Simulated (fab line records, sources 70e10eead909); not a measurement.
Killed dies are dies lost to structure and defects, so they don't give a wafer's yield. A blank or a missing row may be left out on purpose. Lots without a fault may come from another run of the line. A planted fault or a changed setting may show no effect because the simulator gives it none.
Which tool did it? | flow nand_harc | 10 lots, 30 wafers sampled, at 7 steps of a route of 1159

WHAT THE GAUGES READ, wafer by wafer
NHARC_P_STI_CD_MEAS_09: target cd 200 nm. Usual: cd_nm 201.3 nm, standard deviation 1.6.
lot  | measured    | on        | cd_nm (nm)        | flag
L809 | day 2 20:47 | cd_sem-01 | 199.2 201.9 204.0 |
L810 | day 2 20:58 | cd_sem-03 | 199.7 199.7 198.6 |
L811 | day 3 06:53 | cd_sem-03 | 201.0 200.1 200.3 |
L812 | day 3 12:54 | cd_sem-01 | 202.2 203.0 201.7 |
L813 | day 3 18:31 | cd_sem-03 | 201.6 201.2 202.2 |
L817 | day 4 17:01 | cd_sem-01 | 204.3 202.0 201.8 |
L819 | day 5 04:38 | cd_sem-01 | 201.8 200.9 200.9 |
L820 | day 5 10:43 | cd_sem-01 | 199.1 200.5 201.4 |
L821 | day 5 18:26 | cd_sem-02 | 203.4 201.7 203.2 |
L823 | day 6 05:02 | cd_sem-03 | 222.0 221.0 220.2 | OFF

NHARC_P_STI_OCD_MEAS_17. Usual: trench_depth_nm 300.9 nm, standard deviation 2.7; trench_foot_cd_nm 159.2 nm, standard deviation 1.6.
lot  | measured    | on     | trench_depth_nm (nm) | trench_foot_cd_nm (nm) | flag
L809 | day 2 21:37 | ocd-01 | 297.2 303.4 298.9    | 158.5 159.3 162.4      |
L810 | day 2 21:46 | ocd-02 | 303.1 298.8 298.9    | 157.5 158.1 156.8      |
L811 | day 3 07:40 | ocd-01 | 297.8 297.7 302.0    | 159.4 158.3 158.5      |
L812 | day 3 13:41 | ocd-01 | 299.6 300.8 300.4    | 160.1 161.3 159.5      |
L813 | day 3 19:21 | ocd-01 | 300.2 296.3 297.4    | 159.7 159.5 160.4      |
L817 | day 4 17:50 | ocd-01 | 298.9 296.0 301.9    | 163.1 160.2 158.9      |
L819 | day 5 05:26 | ocd-01 | 302.8 304.1 303.6    | 158.8 158.3 158.2      |
L820 | day 5 11:30 | ocd-02 | 297.7 303.0 303.3    | 157.8 158.3 158.5      |
L821 | day 5 19:13 | ocd-01 | 303.0 297.5 304.5    | 161.1 159.5 160.7      |
L823 | day 6 05:49 | ocd-01 | 297.7 295.9 294.6    | 180.5 179.5 179.1      | OFF

NHARC_END_SORT_01. Usual: killed_at_array 29, standard deviation 11; killed_at_other 0.6, standard deviation 0.92; killed_at_periphery 3.2, standard deviation 2; killed_dies 33, standard deviation 11; killed_open 3.2, standard deviation 2; killed_short 1.9, standard deviation 1.5.
lot  | measured     | on        | killed_at_array | killed_at_other | killed_at_periphery | killed_dies | killed_open | killed_short | flag
L823 | day 22 17:02 | prober-02 | 42 40 49        | 0 0 0           | 3 4 4               | 45 44 53    | 1 5 5       | 1 3 4        |

WHICH TOOL RAN EACH LOT (tool, then ch and the chambers of the sampled wafers, then the start)
lot  | NHARC_P_ZERO_WELL_ETCH_62                    | NHARC_P_ZERO_WELL_DESCUM_26       | NHARC_P_STI_EXPOSE_06            | NHARC_P_STI_ETCH_42
L809 | rie_diel-10 ch 0,1,2, day 1 20:47 or earlier | rie_diel-09 ch 0,1,2, day 1 20:47 | krf_scanner-04 ch 0, day 2 20:38 | rie_diel-01 ch 1,2,3, day 2 21:08
L810 | rie_diel-10 ch 2,3, day 2 02:45 or earlier   | rie_diel-09 ch 1,3, day 2 02:45   | krf_scanner-02 ch 0, day 2 20:49 | rie_diel-06 ch 1,2,3, day 2 21:20
L811 | rie_diel-10 ch 0,1,3, day 2 08:47 or earlier | rie_diel-07 ch 1,2,3, day 2 08:47 | krf_scanner-03 ch 0, day 3 06:44 | rie_diel-03 ch 0,3, day 3 07:14
L812 | rie_diel-09 ch 2,3, day 2 14:49 or earlier   | rie_diel-09 ch 0,2,3, day 2 14:49 | krf_scanner-04 ch 0, day 3 12:45 | rie_diel-03 ch 0,1,2, day 3 13:15
L813 | rie_diel-09 ch 1,2,3, day 2 20:39 or earlier | rie_diel-10 ch 0,1,2, day 2 20:39 | krf_scanner-03 ch 0, day 3 18:22 | rie_diel-03 ch 0,2,3, day 3 18:52
L817 | rie_diel-07 ch 0,3, day 3 20:47 or earlier   | rie_diel-09 ch 0,1,3, day 3 20:47 | krf_scanner-03 ch 0, day 4 16:52 | rie_diel-03 ch 0,1,3, day 4 17:23
L819 | rie_diel-07 ch 1,3, day 4 08:47 or earlier   | rie_diel-10 ch 0,3, day 4 08:47   | krf_scanner-04 ch 0, day 5 04:29 | rie_diel-01 ch 2,3, day 5 04:59
L820 | rie_diel-07 ch 2,3, day 4 14:38 or earlier   | rie_diel-09 ch 1,3, day 4 14:38   | krf_scanner-03 ch 0, day 5 10:34 | rie_diel-01 ch 0,1,2, day 5 11:04
L821 | rie_diel-09 ch 1,2,3, day 4 20:44 or earlier | rie_diel-09 ch 1,3, day 4 20:44   | krf_scanner-03 ch 0, day 5 18:17 | rie_diel-06 ch 0,3, day 5 18:47
L823 | rie_diel-10 ch 1,2, day 5 08:38 or earlier   | rie_diel-09 ch 1,2, day 5 08:38   | krf_scanner-03 ch 0, day 6 04:53 | rie_diel-03 ch 0,2,3, day 6 05:22
- NHARC_P_ZERO_WELL_ETCH_62: etches the open film in CHF3/Ar, target depth 13 nm, time 6.5 s.
- NHARC_P_ZERO_WELL_DESCUM_26: chemistry O2, time 3 s.
- NHARC_P_STI_EXPOSE_06: exposes mask P STI, target cd 200 nm.
- NHARC_P_STI_ETCH_42: etches the open film in N2/H2, target depth 80 nm, overetch 24 nm, time 61 s.

WHAT THE TOOLS THEMSELVES READ (means of the sampled wafers that have a number; where no wafer has one, the mark that the record gives instead)
NHARC_P_ZERO_WELL_ETCH_62. Usual: bias_w 199.9 W, standard deviation 0.61; chf3_flow_sccm 50.03 sccm, standard deviation 0.15; drypump_motor_current_A 5.9 A, standard deviation 0.4; oes_product_au 0.961 a.u., standard deviation 0.018; rf_vpp_V 369.7 V, standard deviation 1.4; showerhead_plenum_p_Torr 2.30 Torr, standard deviation 0.049; throttle_valve_pct 20.218 %, standard deviation 0.0093.
lot  | tool        | bias_w (W) | chf3_flow_sccm (sccm) | drypump_motor_current_A (A) | oes_product_au (a.u.) | rf_vpp_V (V) | showerhead_plenum_p_Torr (Torr) | throttle_valve_pct (%) | flag
L809 | rie_diel-10 | 199.1      | 50.08                 | 5.6                         | 0.975                 | 370.5        | 2.30                            | 20.222                 |
L810 | rie_diel-10 | 200.2      | 49.98                 | 6.1                         | 0.966                 | 367.8        | 2.24                            | 20.215                 |
L811 | rie_diel-10 | 200.0      | 49.93                 | 5.7                         | 0.961                 | 369.3        | 2.26                            | 20.218                 |
L812 | rie_diel-09 | 199.5      | 50.00                 | 6.3                         | 0.977                 | 371.4        | 2.36                            | 20.206                 |
L813 | rie_diel-09 | 200.2      | 50.04                 | 6.2                         | 0.974                 | 370.4        | 2.34                            | 20.217                 |
L817 | rie_diel-07 | 200.5      | 50.06                 | 6.1                         | 0.969                 | 370.1        | 2.28                            | 20.229                 |
L819 | rie_diel-07 | 199.8      | 50.14                 | 6.0                         | 0.975                 | 369.5        | 2.32                            | 20.220                 |
L820 | rie_diel-07 | 199.6      | 50.09                 | 6.2                         | 0.930                 | 369.3        | 2.30                            | 20.214                 |
L821 | rie_diel-09 | 200.2      | 49.94                 | 6.2                         | 0.969                 | 371.4        | 2.34                            | 20.221                 |
L823 | rie_diel-10 | 199.4      | 50.05                 | 5.8                         | 0.974                 | 370.1        | 2.31                            | 20.208                 |

NHARC_P_ZERO_WELL_DESCUM_26. Usual: drypump_motor_current_A 6.0 A, standard deviation 0.37; oes_product_au 0.998 a.u., standard deviation 0.0067; rf_vpp_V 57.7 V, standard deviation 0.91; showerhead_plenum_p_Torr 1.88 Torr, standard deviation 0.05; throttle_valve_pct 11.311 %, standard deviation 0.0089.
lot  | tool        | drypump_motor_current_A (A) | oes_product_au (a.u.) | rf_vpp_V (V) | showerhead_plenum_p_Torr (Torr) | throttle_valve_pct (%) | flag
L809 | rie_diel-09 | 6.1                         | 0.994                 | 57.5         | 1.87                            | 11.316                 |
L810 | rie_diel-09 | 6.1                         | 0.990                 | 58.5         | 1.90                            | 11.312                 |
L811 | rie_diel-07 | 5.9                         | 0.994                 | 58.5         | 1.89                            | 11.306                 |
L812 | rie_diel-09 | 6.2                         | 0.998                 | 58.0         | 1.91                            | 11.316                 |
L813 | rie_diel-10 | 5.6                         | 0.993                 | 57.5         | 1.87                            | 11.304                 |
L817 | rie_diel-09 | 6.1                         | 0.985                 | 57.3         | 1.90                            | 11.310                 |
L819 | rie_diel-10 | 5.9                         | 1.004                 | 57.5         | 1.82                            | 11.311                 |
L820 | rie_diel-09 | 6.2                         | 1.001                 | 58.0         | 1.94                            | 11.309                 |
L821 | rie_diel-09 | 6.2                         | 0.999                 | 57.6         | 1.94                            | 11.304                 |
L823 | rie_diel-09 | 6.2                         | 0.997                 | 57.9         | 1.87                            | 11.322                 |

NHARC_P_STI_EXPOSE_06. Usual: exposure_dose_mJ_cm2 37.67, standard deviation 0.04.
lot  | tool           | exposure_dose_mJ_cm2 | flag
L809 | krf_scanner-04 | 37.70                |
L810 | krf_scanner-02 | 37.66                |
L811 | krf_scanner-03 | 37.66                |
L812 | krf_scanner-04 | 37.69                |
L813 | krf_scanner-03 | 37.64                |
L817 | krf_scanner-03 | 37.66                |
L819 | krf_scanner-04 | 37.66                |
L820 | krf_scanner-03 | 37.63                |
L821 | krf_scanner-03 | 37.60                |
L823 | krf_scanner-03 | 37.64                |

NHARC_P_STI_ETCH_42. Usual: bias_w 150.0 W, standard deviation 0.4; drypump_motor_current_A 5.6 A, standard deviation 0.5; oes_product_au 1.002 a.u., standard deviation 0.0082; rf_vpp_V 431.5 V, standard deviation 1.8; showerhead_plenum_p_Torr 2.08 Torr, standard deviation 0.057; throttle_valve_pct 14.170 %, standard deviation 0.01.
lot  | tool        | bias_w (W) | drypump_motor_current_A (A) | oes_product_au (a.u.) | rf_vpp_V (V) | showerhead_plenum_p_Torr (Torr) | throttle_valve_pct (%) | flag
L809 | rie_diel-01 | 150.3      | 5.8                         | 1.006                 | 430.1        | 2.05                            | 14.175                 |
L810 | rie_diel-06 | 150.3      | 6.2                         | 0.992                 | 432.5        | 2.12                            | 14.165                 |
L811 | rie_diel-03 | 150.2      | 5.1                         | 1.009                 | 431.7        | 2.08                            | 14.170                 |
L812 | rie_diel-03 | 150.5      | 5.3                         | 1.004                 | 431.0        | 2.05                            | 14.177                 |
L813 | rie_diel-03 | 149.8      | 5.1                         | 1.003                 | 430.8        | 2.07                            | 14.173                 |
L817 | rie_diel-03 | 149.9      | 5.4                         | 1.009                 | 430.4        | 2.05                            | 14.176                 |
L819 | rie_diel-01 | 150.2      | 5.9                         | 0.998                 | 431.0        | 2.05                            | 14.174                 |
L820 | rie_diel-01 | 150.0      | 5.7                         | 1.003                 | 432.0        | 2.08                            | 14.171                 |
L821 | rie_diel-06 | 150.1      | 5.8                         | 0.993                 | 433.5        | 2.15                            | 14.162                 |
L823 | rie_diel-03 | 149.6      | 5.1                         | 1.001                 | 431.7        | 2.06                            | 14.170                 |

THE ANSWER, worked out from the rows above alone
Rule: a lot is off if the mean of its wafers that have a number lies more than 3 standard deviations from the usual mean. A lot without any number at a reading at which 4 lots or more have one is off too. The other lots that the step has rows for count as sound. The gauges are gone through in route order, then the tools' own readings, and for those a lot's mean is taken as printed above. The first step at which some lot is off is used, and at that step the reading that is off furthest; a lot without a number counts as furthest.
Off: L823, at NHARC_P_STI_CD_MEAS_09 (cd_nm).
A tool fits if, at a process step before that reading, it ran every lot that is off, and no sound lot after the first of them. The gauges at NHARC_P_STI_CD_MEAS_09 aren't tried: what is off there is off at NHARC_P_STI_OCD_MEAS_17 too, on other tools, and a gauge's error can't cause that. NHARC_P_ZERO_WELL_ETCH_62 gives no start for some lots, so the hours and the order of its lots are those of NHARC_P_ZERO_WELL_DESCUM_26. Can't be told from this: 3 tools fit, rie_diel-10 at NHARC_P_ZERO_WELL_ETCH_62, rie_diel-09 at NHARC_P_ZERO_WELL_DESCUM_26, krf_scanner-03 at NHARC_P_STI_EXPOSE_06.

WHAT THE SIMULATOR HAD PUT IN
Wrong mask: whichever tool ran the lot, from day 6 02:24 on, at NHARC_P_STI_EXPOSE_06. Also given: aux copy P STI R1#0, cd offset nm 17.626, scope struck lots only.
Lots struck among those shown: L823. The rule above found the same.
